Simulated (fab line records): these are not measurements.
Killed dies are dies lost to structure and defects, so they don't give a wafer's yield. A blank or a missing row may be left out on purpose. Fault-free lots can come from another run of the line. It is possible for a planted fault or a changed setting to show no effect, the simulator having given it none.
Chamber matching ; flow nandHarc ; pecvd-02 running NHARC_A_CONTACT_DEP_85: 3 sister chambers
The step deposits SiON, target thk 50 nm. 36 wafers are shown with their chamber, then 12 later ones without.

== WAFERS PAIRED WITH THEIR CHAMBERS ==
wafer;chamber;heaterPowerW (W)
L080.1;0;719
L080.2;1;762
L080.6;0;714
L079.2;1;811
L079.3;0;694
L079.5;0;698
L079.1;2;790
L079.4;1;831
L079.6;2;805
L077.2;1;800
L077.4;1;809
L077.6;0;742
L081.1;1;827
L081.2;2;848
L081.3;0;617
L081.4;2;849
L081.5;1;820
L081.6;0;624
L082.3;2;779
L082.4;2;793
L082.6;0;637
L083.1;1;745
L083.5;0;663
L083.6;1;766
L084.2;0;718
L084.3;2;794
L084.4;2;810
L084.1;1;725
L084.5;0;708
L084.6;1;726
L088.1;0;630
L088.4;1;679
L088.6;0;606
L086.1;0;700
L086.2;1;806
L086.3;2;845

SIGNATURES (averages over the wafers above)
reading;chamber 0;chamber 1;chamber 2;scatter within a chamber
heaterPowerW;676.43;777.46;812.56;42.6
Rule: distance of a wafer from a chamber = root of the sum over the readings of ((wafer's reading minus chamber's mean) / reading's scatter) squared. If the next closest chamber is less than 2 further off than the closest, the wafer can't be placed; otherwise it belongs to the closest. The scatter: take each reading less its chamber's mean, square it, sum over the shown wafers, divide by the number of wafers less the number of chambers, and take the root.

== WAFERS WITHOUT THEIR CHAMBER ==
wafer;heaterPowerW (W)
L089.3;746
L089.4;815
L089.6;779
L090.2;833
L090.4;773
L090.5;720
L095.2;827
L095.5;732
L095.6;816
L094.1;780
L094.2;721
L094.3;793

== CHAMBER TAKEN BY EACH ==
wafer;from the rows above;in truth
L089.3;can't be placed: 1 or 2 or 0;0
L089.4;can't be placed: 2 or 1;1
L089.6;can't be placed: 1 or 2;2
L090.2;can't be placed: 2 or 1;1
L090.4;can't be placed: 1 or 2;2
L090.5;can't be placed: 0 or 1 or 2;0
L095.2;can't be placed: 2 or 1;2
L095.5;can't be placed: 1 or 0 or 2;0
L095.6;can't be placed: 2 or 1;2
L094.1;can't be placed: 1 or 2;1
L094.2;can't be placed: 0 or 1 or 2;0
L094.3;can't be placed: 1 or 2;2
Correctly placed: 0 of 12. From these rows, 12 cannot be placed; in 12 the true chamber is one of the candidates. 0 placed wrongly.
